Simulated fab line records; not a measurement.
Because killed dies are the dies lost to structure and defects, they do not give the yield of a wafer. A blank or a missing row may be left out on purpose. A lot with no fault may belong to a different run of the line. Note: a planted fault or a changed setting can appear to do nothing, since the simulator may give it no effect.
Matching of chambers ; flow n5Finfet ; N5_HKMG_FIN_ALD_79 on aldMetal-03: 4 sister chambers
The step deposits TiN, target thk 1.5 nm, pulse time 1 s, purge time 3 s. 4 wafers are shown with their chamber, then 7 later ones without.

## WAFERS, EACH WITH ITS CHAMBER
wafer;chamber;heaterPowerW (W)
L089.1;2;653
L089.2;3;953
L093.1;1;857
L093.2;0;883

## WAFERS WHOSE CHAMBER IS MISSING
wafer;heaterPowerW (W)
L093.5;654
L095.1;922
L095.3;868
L095.6;955
L097.1;859
L097.4;953
L097.6;658

## CHAMBER TAKEN BY EACH
wafer;from the rows above;in truth
L093.5;2;2
L095.1;can't be placed: 3 or 0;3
L095.3;can't be placed: 1 or 0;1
L095.6;3;3
L097.1;can't be placed: 1 or 0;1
L097.4;3;3
L097.6;2;2
Correctly placed: 4 of 7. Unplaceable from these rows: 3, with the true chamber sitting among the candidates in 3. 0 placed wrongly.
How it was worked out, from the rows above alone: a wafer's distance from a chamber is the root of the sum, over the readings, of the square of ((its reading less the chamber's mean) divided by the reading's scatter). If the next closest chamber is less than 2 further off than the closest, the wafer can't be placed; otherwise it belongs to the closest. Each chamber's mean is taken over the wafers shown for it. The scatter (one wafer shown for each chamber): square how far every hidden wafer sits from the nearest shown wafer, average those squares and take the square root.
